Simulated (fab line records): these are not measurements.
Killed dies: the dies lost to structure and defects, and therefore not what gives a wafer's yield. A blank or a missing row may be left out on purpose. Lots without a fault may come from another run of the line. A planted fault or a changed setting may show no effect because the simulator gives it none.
Struck lot and sound lot, side by side + flow nand harc + 14 steps out of a route of 1159
Sound: wafers L126.1, L126.4, L126.6. Wafers struck: L114.2, L114.3, L114.6. Last of all comes the cause.
For every step that has rows: the tool of each side, followed by ch and its chambers, followed by its first start. Under that, the readings that differ: sound wafers + struck wafers + difference of the means + sigmas: that difference in standard deviations of wafers without a fault.
alike: same words and numbers on both sides, and readings whose means sit less than 2 such deviations apart. not compared: any withheld reading, any reading some wafer has no value for, any bound like >300 that may hide the same value, and any number with overlapping values for which the record gives no deviation.
The two part at a step that has a row with sigmas, a row that says differs or no value, or rows on one side only. Numbers that have no deviation but don't overlap get no sigmas and don't part them. A reading that every wafer of one side lacks parts them only if that side has two wafers or more.

NHARC_A_ONON_D1_THK_MEAS_30: measures by ellipsometry.
  struck on film metro-01, day 9 22:32; sound on film metro-01, day 13 04:16
  alike: thk nm
NHARC_A_ONON_D1_DEP_33: deposits SiO2, target thk 200 nm.
  sound on pecvd-01 ch 1,2, day 13 04:20; struck on pecvd-02 ch 1,2, day 9 22:35
  alike: heater power w, showerhead vpp V, susceptor temp C, throttle valve pct
NHARC_A_ONON_D1_THK_MEAS_34: measures by ellipsometry.
  struck on film metro-02, day 9 23:00; sound on film metro-01, day 13 04:44
  alike: thk nm
NHARC_A_ONON_D1_INSPECT_32:
  struck on defect inspect-02, day 9 23:04; sound on defect inspect-01, day 13 04:50
  alike: raw defect count
NHARC_A_CHANNEL_HOLE_D1_DEP_00: deposits aC, target thk 3100 nm.
  sound on acl dep-03 ch 0, day 13 04:54; struck on acl dep-03 ch 0, day 10 00:16
  alike: susceptor temp C, throttle valve pct
NHARC_A_CHANNEL_HOLE_D1_DEP_01: deposits SiON, target thk 140 nm.
  sound on pecvd-04 ch 0,1, day 13 06:54; struck on pecvd-04 ch 0,1, day 10 02:04
  alike: heater power w, showerhead vpp V, susceptor temp C
then, 5 steps without rows for these wafers: NHARC_A_CHANNEL_HOLE_D1_DEHYDRATE_02 (time 120 s); NHARC_A_CHANNEL_HOLE_D1_HMDS_03 (time 30 s); NHARC_A_CHANNEL_HOLE_D1_COAT_36 (time 75 s); NHARC_A_CHANNEL_HOLE_D1_COAT_37 (time 65 s); NHARC_A_CHANNEL_HOLE_D1_COAT_04 (resist thk 90 nm).
NHARC_A_CHANNEL_HOLE_D1_SOFTBAKE_05: time 55 s.
  sound on litho track-01 ch 0, day 13 07:00; struck on litho track-06 ch 0, day 10 02:00
| reading                  | sound                | struck               | difference | sigmas |
|--------------------------|----------------------|----------------------|------------|--------|
| heater power total W (W) | 188.28 188.39 188.33 | 194.73 194.60 194.70 | +6.34      | +45    |
  alike: resist line temp C
then, 2 steps without rows for these wafers: NHARC_A_CHANNEL_HOLE_D1_EBR_06; NHARC_END_SORT_01.

WHERE THEY PART
Only at NHARC_A_CHANNEL_HOLE_D1_SOFTBAKE_05, as far as this record shows.

WHY: what the simulator had put in
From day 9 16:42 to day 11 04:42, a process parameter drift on litho track-06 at NHARC_A_CHANNEL_HOLE_D1_SOFTBAKE_05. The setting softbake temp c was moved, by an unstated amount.
